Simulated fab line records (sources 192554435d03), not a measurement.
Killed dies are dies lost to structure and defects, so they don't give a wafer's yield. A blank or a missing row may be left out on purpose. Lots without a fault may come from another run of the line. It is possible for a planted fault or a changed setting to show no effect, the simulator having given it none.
Chamber matching ; flow n5-finfet ; N5_DUMMY_GATE_ETCH_32 on rie-si-01 has 4 sister chambers
The step etches SiO2 in CF4, target depth 3.5 nm, time 3.9 s. 18 wafers are shown with their chamber, then 9 later ones without.

WAFERS, EACH WITH ITS CHAMBER
wafer;chamber;throttle-valve-pct (%);oes-product-au (a.u.);bias-w (W)
L075.1;3;21.71;1.018;400.8
L075.4;1;21.96;1.003;399.9
L075.6;3;21.71;1.016;400.9
L077.4;3;21.71;1.033;400.8
L077.5;0;21.70;1.001;400.6
L077.6;1;21.96;1.009;401.9
L078.2;3;21.74;1.036;398.3
L078.4;2;21.80;1.002;400.8
L078.5;0;21.72;0.992;401.0
L081.2;1;21.96;1.003;400.6
L081.3;3;21.72;1.040;401.0
L081.5;0;21.70;1.012;401.5
L082.1;0;21.71;1.012;400.9
L082.4;3;21.71;1.027;400.3
L082.6;3;21.72;1.029;400.8
L084.1;2;21.78;0.999;396.3
L084.4;0;21.71;1.015;400.8
L084.6;0;21.70;1.007;399.8

SIGNATURES (averages over the wafers above)
reading;chamber 0;chamber 1;chamber 2;chamber 3;scatter within a chamber
throttle-valve-pct;21.7067;21.9600;21.7900;21.7171;0.00955
oes-product-au;1.00650;1.00500;1.00050;1.02843;0.00793
bias-w;400.767;400.800;398.550;400.414;1.17
Rule: for each reading, subtract the chamber's mean from the wafer's reading, divide by that reading's scatter and square the result; add these up over the readings and take the root, which gives the wafer's distance from the chamber. If the next closest chamber is less than 2 further off than the closest, the wafer can't be placed; otherwise it belongs to the closest. The scatter is the square root of a quotient: the sum, over the shown wafers, of each reading's squared deviation from its chamber's mean, divided by wafers minus chambers.

WAFERS MISSING THEIR CHAMBER
wafer;throttle-valve-pct (%);oes-product-au (a.u.);bias-w (W)
L085.1;21.71;1.033;401.9
L085.2;21.82;1.013;400.5
L085.3;21.71;1.014;401.0
L087.2;21.96;1.005;399.3
L087.3;21.72;1.021;398.9
L087.4;21.80;1.006;397.8
L092.1;21.71;1.048;399.2
L092.3;21.71;1.008;401.0
L092.4;21.79;1.007;401.0

WHICH CHAMBER EACH WENT THROUGH
wafer;from the rows above;in truth
L085.1;can't be placed: 3 or 0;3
L085.2;2;2
L085.3;can't be placed: 0 or 3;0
L087.2;1;1
L087.3;can't be placed: 3 or 0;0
L087.4;2;2
L092.1;3;3
L092.3;0;0
L092.4;2;2
Correct placement for 6 of the 9. Unplaceable from these rows: 3, with the true chamber sitting among the candidates in 3. 0 placed wrongly.
